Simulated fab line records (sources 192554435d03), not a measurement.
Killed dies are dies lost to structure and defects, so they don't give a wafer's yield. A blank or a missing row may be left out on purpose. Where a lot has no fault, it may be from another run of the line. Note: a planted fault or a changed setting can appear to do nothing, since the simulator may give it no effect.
Matching of chambers | flow n5Finfet | 4 sister chambers for N5_BEOL_M0_SAQP_ALD_48 on aldSin-03
The step deposits SiO2, target thk 20 nm, pulse time 1 s, co reactant pulse time 1 s. 14 wafers are shown with their chamber, then 7 later ones without.

WAFERS WITH THEIR CHAMBER
wafer  | chamber | heaterPowerW (W) | precursorPulseHeightRel
L595.3 | 1       | 85               | 0.996
L595.4 | 3       | 83               | 1.039
L595.6 | 2       | 79               | 0.983
L598.1 | 2       | 81               | 0.952
L598.4 | 0       | 88               | 1.035
L598.6 | 1       | 84               | 1.013
L600.1 | 2       | 82               | 0.985
L600.4 | 0       | 86               | 0.986
L600.5 | 2       | 82               | 0.986
L610.2 | 1       | 87               | 1.005
L610.5 | 3       | 84               | 0.996
L610.6 | 2       | 85               | 1.008
L611.1 | 3       | 83               | 1.030
L611.2 | 0       | 88               | 1.014

SIGNATURES (means of the wafers above)
reading                 | chamber 0 | chamber 1 | chamber 2 | chamber 3 | scatter within a chamber
heaterPowerW            | 87.33     | 85.33     | 81.80     | 83.33     | 1.64
precursorPulseHeightRel | 1.01167   | 1.00467   | 0.98280   | 1.02167   | 0.02
Rule: a wafer's distance from a chamber is the root of the sum, over the readings, of the square of ((its reading less the chamber's mean) divided by the reading's scatter). The wafer belongs to the nearest chamber; if the next one is less than 2 further off, it can't be placed. The scatter: the root of (the sum of the squares of (reading less its chamber's mean) over the shown wafers, divided by (wafers less chambers)).

WAFERS MISSING THEIR CHAMBER
wafer  | heaterPowerW (W) | precursorPulseHeightRel
L611.3 | 83               | 1.007
L613.2 | 85               | 0.980
L613.4 | 89               | 0.961
L613.5 | 83               | 1.002
L614.1 | 84               | 0.995
L614.2 | 83               | 0.972
L614.4 | 88               | 0.998

WHICH CHAMBER EACH WENT THROUGH
wafer  | from the rows above               | in truth
L611.3 | can't be placed: 3 or 2 or 1 or 0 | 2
L613.2 | can't be placed: 1 or 2 or 0 or 3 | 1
L613.4 | can't be placed: 0 or 1 or 2 or 3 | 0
L613.5 | can't be placed: 3 or 2 or 1 or 0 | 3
L614.1 | can't be placed: 1 or 3 or 2 or 0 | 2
L614.2 | can't be placed: 2 or 1 or 3      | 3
L614.4 | can't be placed: 0 or 1           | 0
Correct placement for 0 of the 7. Can't be placed from these rows: 7 (the true chamber is among the candidates in 7). 0 placed wrongly.
